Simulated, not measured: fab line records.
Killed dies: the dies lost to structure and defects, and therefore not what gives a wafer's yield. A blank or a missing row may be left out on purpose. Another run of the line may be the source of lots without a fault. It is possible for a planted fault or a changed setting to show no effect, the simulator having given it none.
Struck lot and sound lot, side by side	flow nandHarc	38 steps out of a route of 1302
Sound: the wafers L272.3, L272.5, L272.6. Wafers struck: L282.1, L282.3, L282.5. The cause is named last.
For every step that has rows: the tool of each side, followed by ch and its chambers, followed by its first start. Under that, the readings that differ: sound wafers	struck wafers	difference of the means	sigmas: that difference in standard deviations of wafers without a fault.
alike: same words and numbers on both sides, and readings whose means sit less than 2 such deviations apart. not compared: any withheld reading, any reading some wafer has no value for, any bound like >300 that may hide the same value, and any number with overlapping values for which the record gives no deviation.
The two part at a step that has a row with sigmas, a row that says differs or no value, or rows on one side only. Numbers that don't overlap but have no deviation are shown without sigmas and don't part them. A reading that every wafer of one side lacks parts them only if that side has two wafers or more.

NHARC_A_ZERO_WELL_ETCH_13: etches the open film in HBr/Cl2, target depth 120 nm, time 40.1 s.
  sound on rieSi-04 ch 1,2, day 7 04:37; struck on rieSi-05 ch 0,2,3, day 10 22:35
  alike: drypumpMotorCurrentA, mfcCl2Sccm, oesProductAu, throttleValvePct
  not compared: rfHoursCounterH
then, 4 steps without rows for these wafers: NHARC_A_ZERO_WELL_STRIP_14 (strips in SPM, time 900 s); NHARC_A_ZERO_WELL_IMPLANT_15; NHARC_A_ZERO_WELL_PRECLEAN_22 (cleans in SC1, time 60 s); NHARC_A_ZERO_WELL_SRD_23.
NHARC_A_ZERO_WELL_RTA_16: time 10 s.
  sound on rtpAnneal-01 ch 0, day 7 05:34; struck on rtpAnneal-02 ch 0, day 10 23:28
  alike: lampPowerPct, wafer_temp_C_max
NHARC_A_ZERO_WELL_INSPECT_17:
  sound on defectInspect-01, day 7 05:43; struck on defectInspect-02, day 10 23:40
reading	sound	struck	difference	sigmas
rawDefectCount	16 2 10	31 27 17	+16	+3
then, 3 steps without rows for these wafers: NHARC_A_SOURCE_PLATE_PRECLEAN_00 (cleans in HF-LAST, time 60 s); NHARC_A_SOURCE_PLATE_SRD_01; NHARC_A_SOURCE_PLATE_OXIDE_02 (material SiO2, target thk 10 nm, ox time 1362 s).
NHARC_A_SOURCE_PLATE_THK_MEAS_09: measures by ellipsometry.
  sound on filmMetro-01, day 7 12:33; struck on filmMetro-01, day 11 07:49
  alike: thkNm
NHARC_A_SOURCE_PLATE_PVD_04: deposits WSi2, target thk 50 nm.
  sound on pvdSputter-03, day 7 12:39; struck on pvdSputter-03, day 11 07:52
then, 2 steps without rows for these wafers: NHARC_A_SOURCE_PLATE_CVD_03 (deposits poly-Si, target thk 200 nm, time 4000 s); NHARC_A_SOURCE_PLATE_ANNEAL_05 (time 1800 s).
NHARC_A_SOURCE_PLATE_THK_MEAS_06: measures by ellipsometry.
  sound on filmMetro-01, day 8 02:01; struck on filmMetro-01, day 11 22:47
reading	sound	struck	difference	sigmas
thkNm (nm)	203.4 203.3 205.3	196.0 194.4 195.4	-8.7	-4
NHARC_A_SOURCE_PLATE_INSPECT_08:
  sound on defectInspect-02, day 8 02:04; struck on defectInspect-02, day 11 23:04
reading	sound	struck	difference	sigmas
rawDefectCount	64 94 52	640 617 593	+547	+24
  not compared: hold
NHARC_A_ONON_D1_THK_MEAS_02: measures by ellipsometry.
  sound on filmMetro-02, day 8 02:39; struck on filmMetro-02, day 12 01:47
  alike: thkNm
then, 1 step without rows for these wafers: NHARC_A_ONON_D1_DEP_03 (target thk 1000 nm).
NHARC_A_ONON_D1_THK_MEAS_05: measures by ellipsometry.
  sound on filmMetro-01, day 8 03:13; struck on filmMetro-02, day 12 02:21
  alike: thkNm
then, 1 step without rows for these wafers: NHARC_A_ONON_D1_DEP_06 (target thk 1000 nm).
NHARC_A_ONON_D1_THK_MEAS_08: measures by ellipsometry.
  sound on filmMetro-02, day 8 03:47; struck on filmMetro-02, day 12 02:55
  alike: thkNm
then, 1 step without rows for these wafers: NHARC_A_ONON_D1_DEP_09 (target thk 1000 nm).
NHARC_A_ONON_D1_THK_MEAS_11: measures by ellipsometry.
  sound on filmMetro-02, day 8 04:21; struck on filmMetro-01, day 12 03:29
  alike: thkNm
then, 1 step without rows for these wafers: NHARC_A_ONON_D1_DEP_12 (target thk 1000 nm).
NHARC_A_ONON_D1_THK_MEAS_14: measures by ellipsometry.
  sound on filmMetro-01, day 8 04:56; struck on filmMetro-01, day 12 04:05
  alike: thkNm
then, 2 steps without rows for these wafers: NHARC_A_ONON_D1_ANNEAL_15 (time 3600 s); NHARC_A_ONON_D1_DEP_16 (target thk 1000 nm).
NHARC_A_ONON_D1_THK_MEAS_18: measures by ellipsometry.
  sound on filmMetro-01, day 8 12:25; struck on filmMetro-02, day 12 09:34
  alike: thkNm
then, 1 step without rows for these wafers: NHARC_A_ONON_D1_DEP_19 (target thk 1000 nm).
NHARC_A_ONON_D1_THK_MEAS_21: measures by ellipsometry.
  sound on filmMetro-02, day 8 13:00; struck on filmMetro-01, day 12 10:08
reading	sound	struck	difference	sigmas
thkNm (nm)	980 981 980	1020 1019 1019	+39	+4
then, 1 step without rows for these wafers: NHARC_A_ONON_D1_DEP_22 (target thk 1000 nm).
NHARC_A_ONON_D1_THK_MEAS_24: measures by ellipsometry.
  sound on filmMetro-02, day 8 13:34; struck on filmMetro-02, day 12 10:42
  alike: thkNm
then, 1 step without rows for these wafers: NHARC_A_ONON_D1_DEP_25 (target thk 1000 nm).
NHARC_A_ONON_D1_THK_MEAS_27: measures by ellipsometry.
  sound on filmMetro-01, day 8 14:08; struck on filmMetro-01, day 12 11:16
  alike: thkNm
then, 1 step without rows for these wafers: NHARC_A_ONON_D1_DEP_28 (target thk 1000 nm).
NHARC_A_ONON_D1_THK_MEAS_30: measures by ellipsometry.
  sound on filmMetro-01, day 8 14:43; struck on filmMetro-01, day 12 11:50
  alike: thkNm
NHARC_A_ONON_D1_DEP_33: deposits SiO2, target thk 200 nm.
  sound on pecvd-04 ch 0,1, day 8 14:51; struck on pecvd-01 ch 1,2, day 12 11:53
reading	sound	struck	difference	sigmas
heaterPowerW (W)	636 514 639	405 441 446	-166	-2
  alike: chamberPressureTorr, throttleValvePct
  not compared: sinceWetCleanH
NHARC_END_SORT_01:
  the record has rows for the sound wafers here (prober-01 ch 0, day 25 02:45) and none for the struck ones

WHERE THEY PART
Earliest at NHARC_A_ZERO_WELL_INSPECT_17; latest, in this record, at NHARC_END_SORT_01.

WHY: what the simulator had put in
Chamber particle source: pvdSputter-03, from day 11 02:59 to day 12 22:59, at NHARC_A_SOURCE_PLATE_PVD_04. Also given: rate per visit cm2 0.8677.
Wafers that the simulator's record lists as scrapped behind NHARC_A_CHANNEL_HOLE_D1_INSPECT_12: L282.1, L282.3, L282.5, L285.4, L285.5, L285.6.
